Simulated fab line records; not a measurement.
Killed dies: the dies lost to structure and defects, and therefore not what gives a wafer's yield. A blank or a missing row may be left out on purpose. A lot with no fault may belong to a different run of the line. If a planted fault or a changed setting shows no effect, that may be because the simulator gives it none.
Chamber matching -- flow n5_finfet -- N5_SPACER0_ALD_07 on ald_sin-04 has 4 sister chambers
The step deposits SiNx, target thk 2 nm. 8 wafers are shown with their chamber, then 7 later ones without.

== EACH WAFER AND ITS CHAMBER ==
wafer,chamber,heater_power_w (W)
L078.1,0,755
L081.2,0,782
L082.5,2,847
L086.1,2,830
L086.3,1,836
L086.5,3,939
L090.2,1,831
L090.3,3,922

== WAFERS WITHOUT THEIR CHAMBER ==
wafer,heater_power_w (W)
L090.5,907
L092.1,844
L092.2,743
L092.3,845
L096.2,772
L096.4,865
L096.6,752

== EACH ONE'S CHAMBER ==
wafer,from the rows above,in truth
L090.5,3,3
L092.1,can't be placed: 2 or 1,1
L092.2,0,0
L092.3,can't be placed: 2 or 1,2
L096.2,0,0
L096.4,can't be placed: 2 or 1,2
L096.6,0,0
Placed correctly: 4 of 7. From these rows, 3 cannot be placed; in 3 the true chamber is one of the candidates. Placed wrongly: 0.
How it was worked out, from the rows above alone: a wafer's distance from a chamber is the root of the sum, over the readings, of the square of ((its reading less the chamber's mean) divided by the reading's scatter). The wafer belongs to the nearest chamber; if the next one is less than 2 further off, it can't be placed. Each chamber's mean is taken over the wafers shown for it. The scatter: the root of (the sum of the squares of (reading less its chamber's mean) over the shown wafers, divided by (wafers less chambers)).
